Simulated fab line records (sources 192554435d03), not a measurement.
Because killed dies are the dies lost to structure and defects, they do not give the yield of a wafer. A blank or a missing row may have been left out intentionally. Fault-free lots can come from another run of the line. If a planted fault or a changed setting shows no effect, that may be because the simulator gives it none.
Struck lot and sound lot, side by side ; flow n5-finfet ; 38 out of 1938 route steps
Sound: these wafers, L624.3, L624.5, L624.6. Struck: wafer L623.4 (L623.1, L623.2, from the same lot, were not struck and are left out); the cause is given at the end.
Each step with rows lists, per side, the tool, then ch with its chambers, then its first start. Under that, the readings that differ: sound wafers ; struck wafers ; difference of the means ; sigmas: that difference in standard deviations of wafers without a fault.
alike: same words and numbers on both sides, and readings whose means sit less than 2 such deviations apart. not compared: any withheld reading, any reading some wafer has no value for, any bound like >300 that may hide the same value, and any number with overlapping values for which the record gives no deviation.
The two part at a step that has a row with sigmas, a row that says differs or no value, or rows on one side only. Non-overlapping numbers with no deviation appear without sigmas and do not part them. Lack of a reading on every wafer of one side parts them only where that side has two or more wafers.

first, 11 steps without rows for these wafers: N5_PMOS_HMC_CHANNEL_EPI_STRIP_17 (strips in SPM, time 750 s); N5_PMOS_HMC_CHANNEL_EPI_ETCH_38 (etches SiO2 in CF4, target depth 1.5 nm); N5_PMOS_HMC_CHANNEL_EPI_FIN_RECESS_16 (chemistry HBr/Cl2, target Si, target depth 54 nm, time 18 s); N5_PMOS_HMC_CHANNEL_EPI_PRECLEAN_36 (cleans in O3/DIW, time 45 s); N5_PMOS_HMC_CHANNEL_EPI_PRECLEAN_18 (cleans in DHF, time 30 s); N5_PMOS_HMC_CHANNEL_EPI_SRD_19 (time 30 s); N5_PMOS_HMC_CHANNEL_EPI_EPI_20 (deposits SiGe30, target thk 59 nm); N5_PMOS_HMC_CHANNEL_EPI_HM_STRIP_35 (strips SiO2 in dHF, material SiO2, target depth 39.6 nm, time 216 s); N5_PMOS_HMC_CHANNEL_EPI_SRD_39 (time 30 s); N5_PMOS_HMC_CHANNEL_EPI_CMP_21 (polishes SiGe30, target thk 54 nm); N5_PMOS_HMC_CHANNEL_EPI_PRECLEAN_40 (cleans in DHF, time 30 s).
N5_PMOS_HMC_CHANNEL_EPI_PRECLEAN_37: cleans in O3/DIW, time 45 s.
  sound on wet-bench-05 ch 0,2,5, day 7 08:10; struck on wet-bench-03 ch 2,6,7, day 7 02:16
then, 3 steps without rows for these wafers: N5_PMOS_HMC_CHANNEL_EPI_PRECLEAN_24 (cleans in DHF, time 30 s); N5_PMOS_HMC_CHANNEL_EPI_SRD_25 (time 30 s); N5_PMOS_HMC_CHANNEL_EPI_EPI_26 (deposits Si from SiH4/H2, target thk 3.8 nm, time 22.7 s).
N5_PMOS_HMC_CHANNEL_EPI_INSPECT_30: inspects for defects (darkfield).
  sound: defect-inspect-01 at day 7 08:36; struck: defect-inspect-02 at day 7 02:43
reading;sound;struck;difference;sigmas
raw-defect-count;16 22 21;282;+262;+44
then, 19 steps without rows for these wafers: N5_FIN_SAQP_PRECLEAN_42 (cleans in O3/DIW, time 60 s); N5_FIN_SAQP_PRECLEAN_00 (cleans in SC1, time 60 s); N5_FIN_SAQP_PRECLEAN_44 (cleans in SC2, time 45 s); N5_FIN_SAQP_SRD_01 (time 30 s); N5_FIN_SAQP_ALD_61 (deposits SiO2, target thk 4 nm, pulse time 1 s, purge time 2 s); N5_FIN_SAQP_DENSIFY_62 (time 60 s); N5_FIN_SAQP_HM_DEP_03 (deposits SiNx from SiH4/NH3/N2, target thk 38 nm, time 33.6 s); N5_FIN_SAQP_PECVD_47 (deposits a-Si from SiH4/He, target thk 45 nm, time 36.3 s); N5_FIN_SAQP_PECVD_48 (deposits SiNx from SiH4/NH3/N2, target thk 25 nm, time 22.1 s); N5_FIN_SAQP_PECVD_06 (deposits a-Si from SiH4/He, target thk 60 nm, time 48.1 s); N5_FIN_SAQP_HM_DEP_72 (deposits SiO2 from SiH4/N2O, target thk 12 nm, time 7.2 s); N5_FIN_SAQP_COAT_49 (time 60 s, resist thk 100 nm); N5_FIN_SAQP_COAT_50 (time 60 s, resist thk 35 nm); N5_FIN_SAQP_COAT_10 (resist thk 90 nm); N5_FIN_SAQP_EBR_12; N5_FIN_SAQP_SOFTBAKE_11 (time 60 s); N5_FIN_SAQP_EXPOSE_13 (exposes mask FIN CORE, target cd 35.6 nm); N5_FIN_SAQP_PEB_14 (peb time 60 s); N5_FIN_SAQP_DEVELOP_15 (develop time 30 s).
N5_FIN_CUT_INSPECT_10: inspects for defects (brightfield).
  sound: defect-inspect-01 at day 7 15:46; struck: defect-inspect-02 at day 7 08:59
reading;sound;struck;difference;sigmas
raw-defect-count;29 33 33;307;+275;+21
-- record jumps: 7 days separate the struck wafers' starts on either side; left off in module FIN_CUT, taken up again in module BEOL_M4, whose first shown step is the route's number 1111 --
N5_BEOL_M4_RC_MEAS_101:
  sound on prober-01 ch 0, day 14 19:47; struck on prober-02 ch 0, day 13 22:56
reading;sound;struck;difference;sigmas
VT_P (mV);-250 -251 -249;-258;-8;-2
  alike: DIBL_N, DIBL_P, IOFF_N, IOFF_P, ION_N, ION_P, SS_N, SS_P, VT_N
-- a jump in the record: the struck wafers' starts before and after are 4 days apart (it breaks off in module BEOL_M4 and resumes in module PASSIVATION, where the first step shown is number 1936 of the route) --
N5_PASSIVATION_PROBE_49:
  sound: prober-01 at day 19 00:27; struck: prober-02 at day 18 09:41
reading;sound;struck;difference;sigmas
defect-limited-yield (%);91.6 91.7 91.1;85.5;-6.0;-4
killed-at-front-end;34 28 42;117;+82;+6
killed-dies;99 98 105;171;+70;+4
sort_bin_5_function (%);4.7 5.3 5.4;9.2;+4.1;+4
sort-n-pass;1081 1082 1075;1009;-70;-4
sort-yield-pct (%);91.6 91.7 91.1;85.5;-6.0;-4
  alike: killed_at_M0_to_M3, killed_at_M4_up, killed-at-contacts, killed-at-other, killed-open, killed-short, sort_bin_6_memory, sort_bin_8_speed

## WHERE THEY PART
Earliest at N5_PMOS_HMC_CHANNEL_EPI_INSPECT_30; latest, in this record, at N5_PASSIVATION_PROBE_49.

WHY: whatever the simulator had introduced
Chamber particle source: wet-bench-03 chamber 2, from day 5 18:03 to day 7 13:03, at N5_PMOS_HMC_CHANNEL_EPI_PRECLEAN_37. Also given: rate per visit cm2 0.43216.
